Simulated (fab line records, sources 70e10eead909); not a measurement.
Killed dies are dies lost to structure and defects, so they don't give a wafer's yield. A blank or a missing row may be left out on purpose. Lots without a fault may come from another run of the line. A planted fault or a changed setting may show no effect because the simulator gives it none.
fab line records | flow nand_harc
record lots=11 wafers=33 last_day=24
route steps=1159 shown A_M1@1058 A_BONDPAD@1075
lots that met no fault: from a run of the same line without faults
start_h: hours from the record's first day to the start of the lot's first wafer shown | wait_h: hours since the lot's step before | " the same as in the row above | L1.1+2: a row that stands for several wafers | - no value, or no start given | * or withheld: withheld | < > ~ a bound
route shown NAME@n: a module of which the file shows steps, and the number in the route of the first | usual: mean/standard deviation of fault-free wafers | same: alike in all rows | chamber/n: place in a boat | sites: the reading at each site | _std_site: their standard deviation | _edge_site: outer sites' mean less inner sites' | radius_mm: how far each site lies from the wafer's centre | mask NAME#n: copy n | behind: the tool/chamber that last shaped the wafer | hold: why the lot was held/for how many hours/how that ended | device: the transistor (n, p or np) that didn't switch | end of line: the same wafers' tests at the end of the route | a step without rows: its recipe alone | killed: dies lost to structure and defects at the first sort, not the wafer's yield | map: a wafer's dies, x killed, . not, _ none there
set.NAME: the setting as run; set.NAME@STEP: as run at that earlier step | model.NAME: the simulator's own value behind a step, which no gauge read
steps of the route over a sample of lots; a table a step, a row a wafer
services: from which hour (start_h, from the record's first day; less than 0 if before it) a tool's chamber was out of use, for how many hours, and why
## steps
# step NHARC_A_M1_DEP_33
# recipe target_thk_a=300 temp_c=370 target_thk_nm=30 pressure_torr=3 flow_sccm=200 rf_w=450 material=SiCN
# usual heater_power_outer_w=295/60 heater_power_w=528/84 susceptor_temp_C=369.99/0.21
# columns lot.wafer tool chamber start_h wait_h heater_power_outer_w heater_power_w susceptor_temp_C
L608.1 pecvd-01 0 406.02 0.1 318 614 369.96
L608.2 " 1 " " 233 413 370.02
L608.4 " 2 " " 371 635 369.82
L607.3 pecvd-02 2 409.16 0.1 352 576 369.60
L607.4 " 1 " " 226 445 369.86
L607.6 " 2 " " 353 578 369.89
L609.2 pecvd-02 2 418.98 0.1 309 528 369.61
L609.3 " 0 " " 233 478 369.94
L609.1 " 1 " " 196 400 370.19
L606.2 pecvd-02 2 419.68 0.1 351 576 370.21
L606.6 " 0 " " 261 512 369.74
L606.5 " 1 " " 240 455 369.68
L610.2 pecvd-04 2 420.67 0.1 264 461 369.83
L610.4 " 0 " " 219 425 370.26
L610.6 " 1 " " 412 647 369.95
L611.2 pecvd-02 2 423.49 0.1 329 550 370.05
L611.1 " 0 " " 275 531 369.96
L611.4 " 0 " " 274 532 370.22
L613.3 pecvd-02 2 452.92 0.1 333 516 370.04
L613.6 " 1 " " 221 437 370.12
L613.4 " 2 " " 332 529 369.95
L614.3 pecvd-01 0 460.56 0.1 311 628 370.05
L614.2 " 1 " " 256 452 369.54
L614.1 " 2 " " 314 566 369.98
L622.3 pecvd-04 0 492.14 0.1 219 420 369.66
L622.4 " 0 " " 225 436 369.75
L622.5 " 1 " " 428 684 369.96
L619.3 pecvd-04 1 499.47 0.1 417 699 369.95
L619.4 " 0 " " 222 436 369.83
L619.5 " 2 " " 277 477 370.01
L625.3 pecvd-01 2 509.65 0.1 376 668 369.97
L625.1 " 0 " " 295 586 369.90
L625.5 " 1 " " 241 428 369.93
# step NHARC_A_BONDPAD_DESCUM_11
# recipe time_s=3 o2_flow_sccm=200 ar_flow_sccm=0 bias_power_w=0 chemistry=O2
# usual drypump_motor_current_A=5.6/0.52 mfc_ar_sccm=0.003/0.0053 oes_product_au=0.999/0.012 rf_vpp_V=57.8/0.84 showerhead_plenum_p_Torr=1.90/0.056 throttle_valve_pct=11.312/0.0091
# columns lot.wafer tool chamber start_h wait_h drypump_motor_current_A mfc_ar_sccm oes_product_au rf_hours_counter_h rf_vpp_V showerhead_plenum_p_Torr throttle_valve_pct
L608.2 rie_diel-01 1 407.89 - 6.3 0.000 1.004 3 58.4 1.88 11.326
L608.4 " 2 " " 5.2 0.005 1.011 3 57.9 1.85 11.300
L608.1 " 3 " " 5.3 0 0.999 4 57.9 1.88 11.313
L607.4 rie_diel-01 3 411.06 - 5.3 0 0.996 4 57.6 1.88 11.297
L607.3 " 0 " " 5.1 0 1.002 4 56.9 1.93 11.322
L607.6 " 3 " " 5.3 0 0.996 - 57.4 1.88 11.316
L609.1 rie_diel-01 3 420.96 - 5.3 0 0.993 4 58.1 1.88 11.307
L609.2 " 0 " " 5.1 0 1.013 4 57.5 1.93 11.310
L609.3 " 2 " " 5.3 0.005 1.002 4 56.2 1.85 11.305
L606.2 rie_diel-13 2 421.59 - 6.0 0 0.988 53 56.8 1.96 11.301
L606.5 " 0 " " 6.1 0 0.983 - 56.1 1.77 11.315
L606.6 " 1 " " 6.4 0 0.992 - 59.0 1.91 11.290
L610.4 rie_diel-01 3 422.58 - 5.3 0 0.992 4 58.6 1.88 11.310
L610.2 " 2 " " 5.2 0.005 0.998 4 56.8 1.85 11.304
L610.6 " 3 " " 5.3 0 0.993 - 56.8 1.88 11.311
L611.2 rie_diel-01 1 425.55 - 6.3 0.000 0.998 4 57.6 1.88 11.294
L611.1 " 3 " " 5.3 0 1.006 5 57.3 1.88 11.322
L611.4 " 0 " " 5.1 0 1.015 5 58.0 1.93 11.306
L613.4 rie_diel-01 2 454.76 - 5.2 0.005 1.001 5 58.0 1.85 11.310
L613.3 " 3 " " 5.3 0 0.986 5 58.3 1.88 11.310
L613.6 " 1 " " 6.3 0.000 0.998 - 57.5 1.88 11.323
L614.3 rie_diel-13 1 462.55 - 6.4 0 0.993 0 58.1 1.91 11.332
L614.2 " 2 " " 6.0 0 0.996 0 58.9 1.96 11.309
L614.1 " 3 " " 5.0 0.011 0.992 0 57.0 1.98 11.312
L622.4 rie_diel-13 2 494.08 - 5.9 0 0.996 11 57.6 1.95 11.315
L622.3 " 0 " " 6.1 0 0.979 12 58.5 2.07 11.301
L622.5 " 3 " " 5.0 0.011 0.985 - 57.7 1.97 11.317
L619.3 rie_diel-01 0 501.43 - 5.1 0 1.015 0 57.3 1.93 11.318
L619.4 " 2 " " 5.2 0.005 0.988 0 57.0 1.85 11.309
L619.5 " 0 " " 5.1 0 1.024 - 57.0 1.93 11.322
L625.3 rie_diel-01 2 511.66 - 5.2 0.005 0.996 1 58.9 1.85 11.315
L625.1 " 3 " " 5.3 0 0.996 1 57.1 1.87 11.311
L625.5 " 1 " " 6.3 0.000 0.990 - 59.5 1.88 11.314
# step NHARC_A_BONDPAD_ETCH_34
# recipe target_depth_a=600 overetch_a=180 time_s=65.91 ion_energy_ev=200 n2_flow_sccm=150 h2_flow_sccm=150 ar_flow_sccm=0 rf_w=400 bias_w=150 chemistry=N2/H2
# usual drypump_motor_current_A=5.6/0.52 mfc_ar_sccm=0.003/0.0051 oes_product_au=1.000/0.012 rf_vpp_V=430.2/2 run_length_s=87.4/0.37 showerhead_plenum_p_Torr=2.03/0.065 throttle_valve_pct=14.171/0.0091
# columns lot.wafer tool chamber start_h wait_h drypump_motor_current_A mfc_ar_sccm oes_product_au rf_hours_counter_h rf_vpp_V run_length_s showerhead_plenum_p_Torr throttle_valve_pct
L608.4 rie_diel-01 0 407.99 0.1 5.1 0 1.007 4 430.2 88.0 2.06 14.170
L608.2 " 1 " " 6.4 0.000 1.008 3 429.5 87.8 2.00 14.178
L608.1 " 2 " " 5.2 0.005 1.005 3 428.1 87.3 1.97 14.164
L607.4 rie_diel-01 0 411.15 0.1 5.1 0 1.011 4 431.8 87.4 2.06 14.183
L607.3 " 1 " " 6.3 0.000 0.999 4 429.8 87.9 2.00 14.173
L607.6 " 0 " " 5.2 0 1.002 - 432.2 87.2 2.06 14.175
L609.1 rie_diel-01 1 421.04 0.1 6.3 0.000 0.992 4 429.6 87.5 2.00 14.166
L609.3 " 3 " " 5.3 0 0.993 4 429.1 86.8 2.00 14.171
L609.2 " 0 " " 5.2 0 1.014 4 431.5 87.2 2.06 14.159
L606.2 rie_diel-13 3 421.67 0.1 5.0 0.011 1.003 54 432.6 87.4 2.11 14.166
L606.6 " 2 " " 6.0 0 0.979 - 434.0 87.1 2.09 14.166
L606.5 " 3 " " 5.0 0.011 1.003 - 432.5 87.5 2.11 14.151
L610.4 rie_diel-01 2 422.66 0.1 5.3 0.005 1.019 4 428.7 87.2 1.97 14.162
L610.2 " 1 " " 6.3 0.000 1.017 4 429.7 88.1 2.00 14.171
L610.6 " 2 " " 5.2 0.005 1.005 - 428.2 87.2 1.97 14.174
L611.1 rie_diel-01 3 425.64 0.1 5.3 0 1.004 5 429.6 87.2 2.00 14.175
L611.4 " 0 " " 5.1 0 1.014 5 431.4 87.6 2.06 14.169
L611.2 " 1 " " 6.3 0.000 1.004 4 429.7 88.0 2.00 14.161
L613.3 rie_diel-01 3 454.84 0.1 5.3 0 1.001 5 428.0 87.0 2.00 14.181
L613.4 " 1 " " 6.3 0.000 1.010 5 428.7 87.8 2.00 14.174
L613.6 " 2 " " 5.2 0.005 0.999 - 428.4 87.5 1.97 14.180
L614.1 rie_diel-13 3 462.64 0.1 5.0 0.011 0.998 0 430.2 87.6 2.11 14.184
L614.3 " 0 " " 6.1 0 0.997 0 435.3 87.6 2.22 14.174
L614.2 " 1 " " 6.4 0 0.999 0 429.9 87.2 2.03 14.177
L622.4 rie_diel-13 0 494.17 0.1 6.1 0 0.976 12 435.9 87.3 2.21 14.164
L622.3 " 2 " " 6.0 0 0.993 11 432.3 87.2 2.08 14.163
L622.5 " 3 " " 5.0 0.011 0.988 - 431.7 87.4 2.10 14.186
L619.3 rie_diel-01 2 501.50 0.1 5.2 0.005 0.999 0 427.4 87.9 1.97 14.161
L619.4 " 0 " " 5.1 0 1.034 0 430.5 87.7 2.06 14.190
L619.5 " 2 " " 5.3 0.005 0.984 - 428.6 87.3 1.97 14.171
L625.1 rie_diel-01 1 511.73 0.1 6.3 0.000 0.988 0 429.7 87.6 2.00 14.192
L625.3 " 3 " " 5.3 0 0.991 1 429.1 86.6 2.00 14.175
L625.5 " 0 " " 5.1 0 1.023 - 430.6 87.5 2.06 14.176
# step NHARC_A_BONDPAD_ETCH_24
# recipe target_depth_a=300 over_etch_frac=0.3 time_s=72.99 ion_energy_ev=150 cf4_flow_sccm=50 n2_flow_sccm=100 ar_flow_sccm=150 rf_w=300 bias_w=100 chemistry=CF4/N2
# usual drypump_motor_current_A=5.6/0.52 mfc_ar_sccm=150.0/0.45 oes_product_au=0.999/0.012 rf_vpp_V=313.9/1.4 run_length_s=94.5/0.36 showerhead_plenum_p_Torr=2.61/0.072 throttle_valve_pct=19.796/0.0083
# same over_etch_frac=0.3
# columns lot.wafer tool chamber start_h wait_h drypump_motor_current_A mfc_ar_sccm oes_product_au rf_hours_counter_h rf_vpp_V run_length_s showerhead_plenum_p_Torr throttle_valve_pct
L608.1 rie_diel-01 1 408.44 - 6.3 149.1 1.009 4 313.7 94.7 2.58 19.793
L608.2 " 3 " " 5.3 149.9 1.003 4 313.1 93.7 2.58 19.790
L608.4 " 0 " " 5.1 149.8 1.010 4 313.3 94.4 2.65 19.783
L607.3 rie_diel-01 3 411.61 - 5.3 150.2 0.992 4 313.9 94.3 2.58 19.801
L607.4 " 1 " " 6.4 149.9 0.998 4 313.8 95.0 2.58 19.793
L607.6 " 3 " " 5.3 149.7 0.999 - 314.8 94.5 2.58 19.793
L609.1 rie_diel-13 1 421.50 - 6.4 150.1 0.995 50 316.0 94.2 2.62 19.785
L609.3 " 2 " " 5.9 150.5 0.986 53 315.1 94.7 2.69 19.798
L609.2 " 0 " " 6.1 150.6 0.982 51 310.1 94.5 2.43 19.799
L606.2 rie_diel-01 1 422.12 - 6.3 149.9 1.017 4 313.1 94.6 2.58 19.811
L606.6 " 0 " " 5.1 150.1 1.007 - 314.3 94.4 2.65 19.798
L606.5 " 1 " " 6.3 149.4 1.005 - 313.8 94.6 2.58 19.810
L610.4 rie_diel-13 3 423.12 - 5.0 149.9 1.004 54 316.8 94.3 2.71 19.810
L610.2 " 1 " " 6.4 150.0 0.992 50 314.3 94.2 2.62 19.802
L610.6 " 3 " " 5.0 149.6 1.001 - 316.0 94.6 2.71 19.797
L611.2 rie_diel-01 2 426.10 - 5.2 150.2 1.009 4 311.7 94.9 2.54 19.797
L611.1 " 3 " " 5.3 150.0 1.002 5 312.4 93.9 2.58 19.793
L611.4 " 1 " " 6.4 150.1 1.009 4 313.4 94.7 2.58 19.806
L613.4 rie_diel-01 1 455.30 - 6.3 150.3 1.000 5 314.1 95.0 2.58 19.802
L613.3 " 2 " " 5.2 149.3 1.009 5 312.6 94.8 2.54 19.792
L613.6 " 1 " " 6.3 150.0 1.000 - 313.4 94.7 2.58 19.793
L614.2 rie_diel-01 3 463.10 - 5.3 150.2 0.990 6 313.7 94.3 2.58 19.787
L614.1 " 0 " " 5.1 150.1 1.007 6 313.7 94.4 2.65 19.793
L614.3 " 1 " " 6.3 150.7 1.000 5 313.3 95.4 2.58 19.792
L622.4 rie_diel-13 3 494.63 - 5.0 150.5 0.983 10 316.0 94.6 2.70 19.800
L622.3 " 1 " " 6.4 150.2 0.987 13 312.9 94.4 2.61 19.795
L622.5 " 3 " " 5.1 149.9 0.984 - 315.6 94.8 2.70 19.794
L619.4 rie_diel-01 0 501.97 - 5.1 149.7 1.030 0 314.4 72.4 2.65 19.776
L619.3 " 1 " " 6.3 150.8 0.984 0 313.8 94.7 2.58 19.794
L619.5 " 2 " " 5.2 149.6 0.988 - 312.3 94.5 2.54 19.788
L625.1 rie_diel-13 1 512.25 - 6.4 149.9 0.983 22 312.8 94.7 2.61 19.802
L625.3 " 3 " " 5.0 150.3 0.992 16 314.7 94.6 2.70 19.779
L625.5 " 1 " " 6.4 150.8 0.984 - 313.9 94.5 2.61 19.796
## services
# columns tool chamber start_h hours kind
rie_diel-01 1 394.72 2.4 repair
rie_diel-01 0 397.31 - clean
rie_diel-01 1 397.31 - clean
rie_diel-01 2 397.31 - clean
rie_diel-01 3 397.31 - clean
pecvd-01 - 418.03 13.0 pm
rie_diel-01 0 421.81 - clean
rie_diel-01 1 421.81 - clean
rie_diel-01 2 421.81 - clean
rie_diel-01 3 421.81 - clean
rie_diel-13 0 441.82 5.4 repair
rie_diel-01 0 446.31 - clean
rie_diel-01 1 446.31 - clean
rie_diel-01 2 446.31 - clean
rie_diel-01 3 446.31 - clean
pecvd-02 - 451.10 0.7 repair
rie_diel-13 - 453.17 9.0 pm
rie_diel-01 0 470.85 - clean
rie_diel-01 1 470.85 - clean
rie_diel-01 2 470.85 - clean
rie_diel-01 3 470.85 - clean
pecvd-02 - 478.03 1.2 repair
rie_diel-01 - 491.81 9.0 pm
pecvd-01 - 507.27 0.5 repair
## key
first_sign step=NHARC_A_BONDPAD_ETCH_24 reading=run_length_s direction=down sigmas=62 usual=* struck=*
effect none on later readings
met_at NHARC_A_BONDPAD_ETCH_24
struck_lots L619
struck_wafers L619.4
sort_left_out L619.4
not_acting_at NHARC_A_M1_DEP_33,NHARC_A_BONDPAD_DESCUM_11,NHARC_A_BONDPAD_ETCH_34
onset_between 463.10 501.97
fault kind=process_parameter_drift tool=rie_diel-01 chamber=0 onset_h=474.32 steps=NHARC_A_BONDPAD_ETCH_24 channel=time_s offset=* shape=step end_h=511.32 acts_in=* stated=*
# sort_left_out: the simulated sort isn't trusted on such a fault, so these wafers' sort isn't shown, and their yield isn't known
